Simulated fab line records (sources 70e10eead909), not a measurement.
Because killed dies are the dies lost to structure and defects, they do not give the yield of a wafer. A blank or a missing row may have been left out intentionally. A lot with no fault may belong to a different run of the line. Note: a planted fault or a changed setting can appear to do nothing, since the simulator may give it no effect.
fab line records    flow nand-harc
record: lots: 13  wafers: 38  last-day: 34
route steps=1302 shown A_CHANNEL_HOLE_D2@595 A_CHANNEL_FILL_D2@616
lots that met no fault: taken from a fault-free run of the same line
start-h: hours from the record's first day to the start of the lot's first wafer shown    wait-h: hours elapsed since this lot's preceding step    " repeats the value in the row above    L1.1+2: several wafers, shown together as one row    - value missing, or start not given    * or withheld: withheld    < > ~ a bound
route shown NAME@n: a module of which the file shows steps, and the number in the route of the first    usual: average and standard deviation across the fault-free wafers    same: alike in all rows    chamber/n: place in a boat    sites: per-site readings    _std_site: how widely they spread, as a standard deviation    _edge_site: the outer-site mean with the inner-site mean subtracted    radius-mm: for every site, how far away it sits from the centre of the wafer    mask NAME#n: copy n    behind: the tool/chamber that last shaped the wafer    hold: why the lot was held/for how many hours/how that ended    device: names the non-switching transistor (n, p or np)    end of line: the tests these same wafers got at the end of their route    step lacking rows: just its recipe    killed: the dies lost at the first sort to structure and to defects; this is not the yield of the wafer    map: a wafer's dies, x killed, . not, _ none there
set.NAME: the setting as run; set.NAME@STEP: as run at that earlier step    model.NAME: the simulator's own value behind a step, which no gauge read
one table for each step of the route and one row for each wafer, over a sample of lots
services: the hour from which a tool's chamber was out of use, counted from the record's first day as start-h (under 0 if before that day), plus the number of hours and why
== steps ==
step: NHARC_A_CHANNEL_HOLE_D2_ETCH_23
recipe: bias-v: 5000  source-w: withheld  pressure-mtorr: 20  time-s: 819  ar-flow-sccm: 375  c4f8-flow-sccm: 89.3  o2-flow-sccm: 35.7  temp-c: -20  target-depth-a: 16000  chemistry: C4F8/O2/Ar
usual: drypump-motor-current-A: 5.5/0.61  showerhead-plenum-p-Torr: 3.62/0.078  throttle-valve-pct: 32.155/0.0094
lot.wafer  tool         chamber  start-h  wait-h  drypump-motor-current-A  rf-hours-counter-h  showerhead-plenum-p-Torr  throttle-valve-pct
L451.2     har-etch-02  0        309.74   0.5     6.4                      350                 3.74                      32.157
L451.4     "            0        "        "       6.3                      -                   3.74                      32.161
L451.3     "            1        "        "       4.9                      -                   3.73                      32.163
L452.2     har-etch-02  0        326.21   0.5     6.4                      357                 3.73                      32.157
L452.3     "            0        "        "       6.4                      -                   3.73                      32.140
L452.6     "            0        "        "       6.3                      -                   3.73                      32.153
L454.1     har-etch-01  0        337.45   0.5     5.9                      177                 3.59                      32.154
L454.4     "            0        "        "       5.9                      -                   3.60                      32.146
L454.6     "            1        "        "       4.9                      -                   3.57                      32.179
L456.4     har-etch-01  1        354.25   0.5     5.0                      -                   3.57                      32.160
L456.6     "            0        "        "       5.9                      -                   3.59                      32.157
L456.5     "            1        "        "       5.0                      -                   3.57                      32.166
L457.3     har-etch-01  1        372.01   0.5     5.0                      -                   3.56                      32.156
L457.4     "            0        "        "       5.9                      -                   3.58                      32.163
L457.6     "            1        "        "       5.0                      -                   3.56                      32.154
L459.2     har-etch-01  0        384.74   0.5     5.9                      207                 3.58                      32.151
L459.5     "            1        "        "       5.0                      -                   3.56                      32.153
L459.6     "            0        "        "       5.9                      -                   3.58                      32.163
L458.2     har-etch-01  0        388.77   0.5     5.9                      211                 3.58                      32.140
L458.4     "            1        "        "       5.0                      -                   3.56                      32.145
L458.5     "            1        "        "       5.0                      -                   3.56                      32.154
L461.3     har-etch-02  1        404.67   0.5     4.9                      -                   3.70                      32.156
L461.6     "            1        "        "       4.9                      -                   3.70                      32.164
L461.5     "            0        "        "       6.4                      -                   3.71                      32.148
L462.1     har-etch-01  0        406.95   0.5     5.9                      226                 3.57                      32.139
L462.4     "            1        "        "       5.0                      -                   3.55                      32.155
L462.6     "            1        "        "       4.9                      -                   3.55                      32.152
L463.2     har-etch-01  0        446.19   0.5     5.9                      246                 3.56                      32.142
L463.6     "            1        "        "       5.0                      -                   3.54                      32.158
L463.5     "            0        "        "       5.9                      -                   3.56                      32.141
L471.4     har-etch-01  0        506.71   0.5     5.9                      -                   3.54                      32.156
L471.5     "            0        "        "       5.9                      -                   3.54                      32.160
L473.1     har-etch-01  1        523.01   0.5     5.0                      291                 3.51                      32.170
L473.4     "            0        "        "       5.9                      -                   3.53                      32.161
L473.6     "            0        "        "       5.9                      -                   3.53                      32.158
L472.3     har-etch-01  1        527.26   0.5     5.0                      -                   3.51                      32.142
L472.4     "            0        "        "       5.9                      -                   3.53                      32.154
L472.6     "            0        "        "       5.9                      -                   3.53                      32.155
step: NHARC_A_CHANNEL_HOLE_D2_INSPECT_40
usual: raw-defect-count: 273/73
lot.wafer  tool               chamber  start-h  wait-h  raw-defect-count
L451.2     defect-inspect-01  -        314.01   -       391
L451.3     "                  -        "        "       286
L451.4     "                  -        "        "       324
L452.2     defect-inspect-02  -        330.34   -       339
L452.3     "                  -        "        "       308
L452.6     "                  -        "        "       321
L454.1     defect-inspect-02  -        341.60   -       321
L454.4     "                  -        "        "       233
L454.6     "                  -        "        "       273
L456.4     defect-inspect-02  -        358.18   -       255
L456.5     "                  -        "        "       259
L456.6     "                  -        "        "       239
L457.3     defect-inspect-02  -        376.04   -       287
L457.4     "                  -        "        "       377
L457.6     "                  -        "        "       266
L459.2     defect-inspect-02  -        388.88   -       349
L459.5     "                  -        "        "       282
L459.6     "                  -        "        "       310
L458.2     defect-inspect-01  -        393.03   -       281
L458.4     "                  -        "        "       290
L458.5     "                  -        "        "       285
L461.3     defect-inspect-02  -        408.73   -       185
L461.5     "                  -        "        "       250
L461.6     "                  -        "        "       201
L462.1     defect-inspect-01  -        411.21   -       259
L462.4     "                  -        "        "       225
L462.6     "                  -        "        "       227
L463.2     defect-inspect-01  -        450.51   -       363
L463.5     "                  -        "        "       476
L463.6     "                  -        "        "       339
L471.4     defect-inspect-02  -        510.78   -       176
L471.5     "                  -        "        "       210
L473.1     defect-inspect-01  -        527.59   -       574
L473.4     "                  -        "        "       400
L473.6     "                  -        "        "       305
L472.3     defect-inspect-02  -        531.31   -       244
L472.4     "                  -        "        "       282
L472.6     "                  -        "        "       236
step: NHARC_A_CHANNEL_FILL_D2_ALD_16
recipe: target-thk-a: 15  pulse-time-s: 10  ald-cycles: 15  temp-c: 300  material: SiO2
usual: ald-cycles: 15/0  heater-power-w: 491/48  precursor-pulse-height-rel: 1.002/0.019  susceptor-temp-C: 300.00/0.19
lot.wafer  tool       chamber  start-h  wait-h  ald-cycles  heater-power-w  precursor-pulse-height-rel  since-wet-clean-h  susceptor-temp-C
L451.4     ald-hk-04  2        326.38   0.1     15          521             1.003                       59                 -
L451.3     "          3        "        "       15          472             0.996                       59                 -
L451.2     "          1        "        "       15          470             0.946                       59                 -
L452.2     ald-hk-02  2        342.75   0.1     15          508             0.989                       160                300.48
L452.3     "          0        "        "       15          501             1.020                       160                299.99
L452.6     "          2        "        "       15          509             0.994                       -                  300.17
L454.1     ald-hk-03  0        354.02   0.1     15          436             0.978                       131                299.94
L454.4     "          1        "        "       15          414             0.982                       131                299.93
L454.6     "          0        "        "       15          440             1.012                       -                  299.79
L456.4     ald-hk-03  2        370.85   0.3     15          409             1.002                       148                299.86
L456.5     "          3        "        "       15          555             1.017                       -                  299.59
L456.6     "          0        "        "       15          446             0.999                       -                  299.94
L457.3     ald-hk-02  1        388.39   0.0     15          482             1.041                       27                 299.92
L457.4     "          0        "        "       15          512             1.010                       27                 299.99
L457.6     "          2        "        "       15          516             0.999                       -                  300.07
L459.2     ald-hk-04  0        401.35   0.1     15          559             1.021                       134                300.03
L459.5     "          2        "        "       15          539             1.003                       -                  300.07
L459.6     "          3        "        "       15          477             1.020                       -                  299.79
L458.4     ald-hk-02  1        405.83   0.1     15          492             1.026                       45                 300.00
L458.2     "          3        "        "       15          547             1.002                       45                 300.10
L458.5     "          0        "        "       15          504             0.960                       -                  300.21
L461.3     ald-hk-04  2        421.71   0.0     15          534             0.978                       154                300.14
L461.5     "          2        "        "       15          525             1.001                       -                  300.16
L461.6     "          3        "        "       15          467             0.981                       -                  300.04
L462.1     ald-hk-03  1        421.73   0.1     15          436             0.990                       20                 299.72
L462.4     "          0        "        "       15          430             0.984                       20                 299.92
L462.6     "          2        "        "       15          418             1.010                       -                  299.61
L463.2     ald-hk-04  0        462.26   0.2     15          555             0.986                       17                 300.12
L463.5     "          0        "        "       15          555             1.023                       -                  299.94
L463.6     "          1        "        "       15          454             0.992                       -                  299.97
L471.4     ald-hk-04  3        523.28   0.1     17          448             1.014                       78                 300.38
L471.5     "          1        "        "       15          459             0.953                       -                  300.24
L473.1     ald-hk-04  1        540.03   0.1     17          456             0.999                       94                 300.08
L473.4     "          2        "        "       17          560             1.010                       95                 299.90
L473.6     "          1        "        "       15          453             0.998                       -                  299.85
L472.4     ald-hk-04  1        543.85   0.1     17          443             1.018                       98                 -
L472.3     "          3        "        "       15          456             1.001                       98                 -
L472.6     "          1        "        "       15          453             1.019                       -                  -
step: NHARC_A_CHANNEL_FILL_D2_ETCHBACK_20
recipe: target-depth-a: 270  time-s: 13.5  c4f8-flow-sccm: withheld  o2-flow-sccm: 8  ar-flow-sccm: withheld  rf-w: 600  bias-w: 1500  chemistry: C4F8/O2/Ar
usual: oes-product-au: 0.985/0.027  rf-vpp-V: 981/3.7
lot.wafer  tool         chamber  start-h  wait-h  oes-product-au  rf-hours-counter-h  rf-vpp-V
L451.4     rie-diel-13  0        338.37   -       0.989           5                   978
L451.2     "            2        "        "       0.995           5                   983
L451.3     "            3        "        "       0.987           5                   983
L452.2     rie-diel-11  3        355.81   -       0.997           11                  986
L452.3     "            0        "        "       0.995           7                   981
L452.6     "            2        "        "       0.994           -                   971
L454.1     rie-diel-11  3        366.02   -       1.004           13                  987
L454.4     "            1        "        "       0.981           -                   979
L454.6     "            3        "        "       1.005           -                   986
L456.4     rie-diel-11  0        382.73   -       0.990           12                  980
L456.6     "            2        "        "       0.986           -                   970
L456.5     "            3        "        "       0.993           -                   987
L457.3     rie-diel-13  3        401.38   -       0.923           1                   982
L457.6     "            3        "        "       0.921           -                   980
L457.4     "            0        "        "       0.909           -                   978
L458.4     rie-diel-11  0        417.11   -       1.009           20                  980
L458.2     "            3        "        "       0.993           23                  987
L458.5     "            1        "        "       0.991           -                   980
L459.2     rie-diel-08  0        417.11   -       0.998           1                   980
L459.6     "            0        "        "       0.995           -                   979
L459.5     "            1        "        "       0.996           -                   987
L462.4     rie-diel-13  0        433.20   -       0.993           2                   979
L462.1     "            1        "        "       1.005           2                   983
L462.6     "            0        "        "       1.010           -                   979
L461.3     rie-diel-11  0        433.22   -       1.010           23                  982
L461.5     "            3        "        "       0.992           -                   986
L461.6     "            0        "        "       1.007           -                   982
L463.2     rie-diel-08  2        473.52   -       0.989           3                   980
L463.6     "            3        "        "       0.997           -                   980
L463.5     "            0        "        "       1.002           -                   980
L471.4     rie-diel-13  0        535.22   -       0.992           0                   977
L471.5     "            1        "        "       0.989           -                   983
L473.4     rie-diel-11  0        552.68   -       0.919           16                  981
L473.1     "            2        "        "       0.930           15                  971
L473.6     "            0        "        "       0.915           -                   982
L472.3     rie-diel-11  2        555.68   -       1.000           15                  970
L472.4     "            3        "        "       1.009           -                   985
L472.6     "            0        "        "       0.998           -                   980
== services ==
tool         chamber  start-h  hours  kind
rie-diel-11  -        292.03   9.0    pm
rie-diel-11  0        292.03   9.0    vent-cycle
rie-diel-11  1        292.03   9.0    vent-cycle
rie-diel-11  2        292.03   9.0    vent-cycle
rie-diel-11  3        292.03   9.0    vent-cycle
rie-diel-11  0        301.59   9.0    repair
rie-diel-13  -        342.03   9.0    pm
ald-hk-02    -        351.11   10.0   pm
rie-diel-13  1        359.68   21.7   repair
rie-diel-11  2        364.01   9.2    repair
rie-diel-08  -        367.80   9.0    pm
har-etch-02  -        377.00   17.0   pm
ald-hk-03    -        391.35   10.0   pm
rie-diel-13  2        400.71   5.0    repair
rie-diel-13  2        410.13   6.3    repair
ald-hk-04    -        435.58   10.0   pm
rie-diel-11  3        444.94   3.1    repair
rie-diel-11  -        469.03   9.0    pm
ald-hk-04    -        510.36   0.5    repair
har-etch-01  -        518.55   0.8    repair
rie-diel-13  -        519.03   9.0    pm
rie-diel-11  1        522.40   4.4    repair
rie-diel-08  -        544.80   9.0    pm
rie-diel-11  1        553.53   7.1    repair
== key ==
first-sign: step: NHARC_A_CHANNEL_FILL_D2_ALD_16  reading: ald-cycles  direction: up  sigmas: 99+  usual: 15  struck: 17
effect none on later readings
met-at NHARC_A_CHANNEL_FILL_D2_ALD_16
struck-lots L471,L472,L473
struck-wafers L471.4,L472.4,L473.1,L473.4
tester-left-out L471,L472,L473
not-acting-at NHARC_A_CHANNEL_HOLE_D2_ETCH_23,NHARC_A_CHANNEL_HOLE_D2_INSPECT_40,NHARC_A_CHANNEL_FILL_D2_ETCHBACK_20
onset-between 462.26 523.28
fault: kind: process-parameter-drift  tool: ald-hk-04  chamber: -  onset-h: 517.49  steps: NHARC_A_CHANNEL_FILL_D2_ALD_16  channel: ald-cycles  offset: 2  shape: step  end-h: 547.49  scope: struck-wafers-only  acts-in: these-recipes-only  stated: 15
tester-left-out: of these lots the tester's yield and bins aren't shown, on N5 and GAA mostly nor the transistor test; their killed dies are dies lost to structure and defects alone, not to doping, threshold or leakage, so they don't give the yield
